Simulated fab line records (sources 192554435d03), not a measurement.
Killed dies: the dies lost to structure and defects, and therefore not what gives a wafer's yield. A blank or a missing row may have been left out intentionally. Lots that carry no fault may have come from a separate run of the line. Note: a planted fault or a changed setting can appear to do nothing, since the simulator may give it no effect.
Chamber matching	flow n5-finfet	4 sister chambers for N5_BEOL_M7_ETCH_72 on rie-diel-06
The step etches underlayer in N2/H2, target depth 6.5 nm, time 5.2 s. 8 wafers are shown with their chamber, then 7 later ones without.

## EACH WAFER AND ITS CHAMBER
wafer	chamber	showerhead-plenum-p-Torr (Torr)	drypump-motor-current-A (A)
L108.4	2	2.42	6.4
L110.1	1	2.62	5.6
L110.4	3	2.52	5.4
L115.3	1	2.61	5.6
L115.4	0	2.48	5.2
L115.5	0	2.48	5.2
L122.2	2	2.41	6.5
L122.3	3	2.51	5.5

## WAFERS WITH NO CHAMBER GIVEN
wafer	showerhead-plenum-p-Torr (Torr)	drypump-motor-current-A (A)
L122.6	2.61	5.6
L126.1	2.41	6.5
L126.2	2.51	5.4
L126.3	2.47	5.2
L127.4	2.41	6.4
L127.5	2.51	5.5
L127.6	2.47	5.2

## EACH ONE'S CHAMBER
wafer	from the rows above	in truth
L122.6	1	1
L126.1	2	2
L126.2	3	3
L126.3	0	0
L127.4	2	2
L127.5	3	3
L127.6	0	0
Correctly placed: 7 of 7. Can't be placed from these rows: 0. 0 placed wrongly.
How it was worked out, from the rows above alone: a wafer's distance from a chamber is the root of the sum, over the readings, of the square of ((its reading less the chamber's mean) divided by the reading's scatter). If the next closest chamber is less than 2 further off than the closest, the wafer can't be placed; otherwise it belongs to the closest. Each chamber's mean is taken over the wafers shown for it. The scatter: the root of (the sum of the squares of (reading less its chamber's mean) over the shown wafers, divided by (wafers less chambers)).
